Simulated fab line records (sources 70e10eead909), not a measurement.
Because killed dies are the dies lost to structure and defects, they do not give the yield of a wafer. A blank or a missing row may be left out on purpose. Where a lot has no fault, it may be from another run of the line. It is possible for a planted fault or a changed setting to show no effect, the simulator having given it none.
Chamber matching | flow nandHarc | NHARC_A_SGD_CUT_DESCUM_14 on rieDiel-05: 4 sister chambers
The step chemistry O2, time 3 s. 4 wafers are shown with their chamber, then 9 later ones without.

## WAFERS, EACH WITH ITS CHAMBER
wafer  | chamber | showerheadPlenumPTorr (Torr)
L607.3 | 3       | 2.05
L610.2 | 1       | 1.93
L610.3 | 2       | 2.03
L610.6 | 0       | 1.78

## WAFERS WITH NO CHAMBER GIVEN
wafer  | showerheadPlenumPTorr (Torr)
L617.1 | 2.03
L617.2 | 2.05
L617.5 | 2.05
L620.2 | 2.03
L620.3 | 1.77
L620.6 | 1.93
L621.2 | 1.93
L621.4 | 2.05
L621.6 | 2.05

## EACH ONE'S CHAMBER
wafer  | from the rows above | in truth
L617.1 | 2                   | 2
L617.2 | 3                   | 3
L617.5 | 3                   | 3
L620.2 | 2                   | 2
L620.3 | 0                   | 0
L620.6 | 1                   | 1
L621.2 | 1                   | 1
L621.4 | 3                   | 3
L621.6 | 3                   | 3
9 of 9 placed correctly. Can't be placed from these rows: 0. Placed wrongly: 0.
How it was worked out, from the rows above alone: a wafer's distance from a chamber is the root of the sum, over the readings, of the square of ((its reading less the chamber's mean) divided by the reading's scatter). The wafer belongs to the nearest chamber; if the next one is less than 2 further off, it can't be placed. The mean given for a chamber averages the wafers shown for that chamber. The scatter: with one shown wafer a chamber, the root of the mean of the squares of how far each hidden wafer lies from its nearest shown one.
